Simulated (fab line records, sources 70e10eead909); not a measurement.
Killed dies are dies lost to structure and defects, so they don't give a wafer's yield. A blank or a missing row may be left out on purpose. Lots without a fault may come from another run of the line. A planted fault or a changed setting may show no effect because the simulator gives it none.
One fault seen from 2 desks | flow nand_harc | each desk has only its own numbers; what lay behind them comes last

THE TOOL OWNER'S DESK: pvd_sputter-01
The tool's own readings at NHARC_P_M0_PVD_20 (deposits TaN, target thk 5 nm, time 8.06 s): means of the sampled wafers that have a number, for each lot that ran on this tool. A lot is out of limits, marked OUT, if its mean lies more than 4 standard deviations from the usual mean; the brackets give that distance.
Columns: A = throttle_valve_pct at NHARC_P_M0_PVD_20, usual 30.2 %
lot  | first seen here | A
L230 | day 6 11:14     | 29.7
L239 | day 8 02:48     | 29.7
L248 | day 10 15:47    | 29.8
This desk's finding: nothing out of limits on any of the 3 lots.

THE METROLOGY DESK
What the gauges read, lot by lot, whatever tool the lot ran on: means of the sampled wafers that have a number. A lot is out of limits, marked OUT, if its mean lies more than 4 standard deviations from the usual mean; the brackets give that distance.
Columns: A = overlay_x_nm at NHARC_P_M0_OVL_MEAS_10, usual 0.1 nm; B = overlay_y_nm at NHARC_P_M0_OVL_MEAS_10, usual -0.2 nm
lot  | first seen here | A    | B
L229 | day 5 20:16     | -0.4 | 0.2
L230 | day 6 10:07     | 0.6  | 0.8
L232 | day 6 12:04     | 1.8  | 0.3
L231 | day 6 12:16     | -0.4 | 0.4
L233 | day 6 21:53     | 0.4  | -0.2
L234 | day 7 10:25     | 1.0  | -1.8
L235 | day 7 15:27     | 0.2  | 0.6
L236 | day 7 15:43     | 0.2  | 0.3
L239 | day 8 01:38     | -1.8 | 0.1
L238 | day 8 05:28     | -0.3 | -1.1
L248 | day 10 14:28    | 0.3  | -1.2
L252 | day 11 15:11    | -0.1 | 0.0
This desk's finding: nothing out of limits on any of the 12 lots.

PUT TOGETHER
The tool owner's desk saw nothing out of limits.
The metrology desk saw nothing out of limits.

WHAT THE SIMULATOR HAD PUT IN
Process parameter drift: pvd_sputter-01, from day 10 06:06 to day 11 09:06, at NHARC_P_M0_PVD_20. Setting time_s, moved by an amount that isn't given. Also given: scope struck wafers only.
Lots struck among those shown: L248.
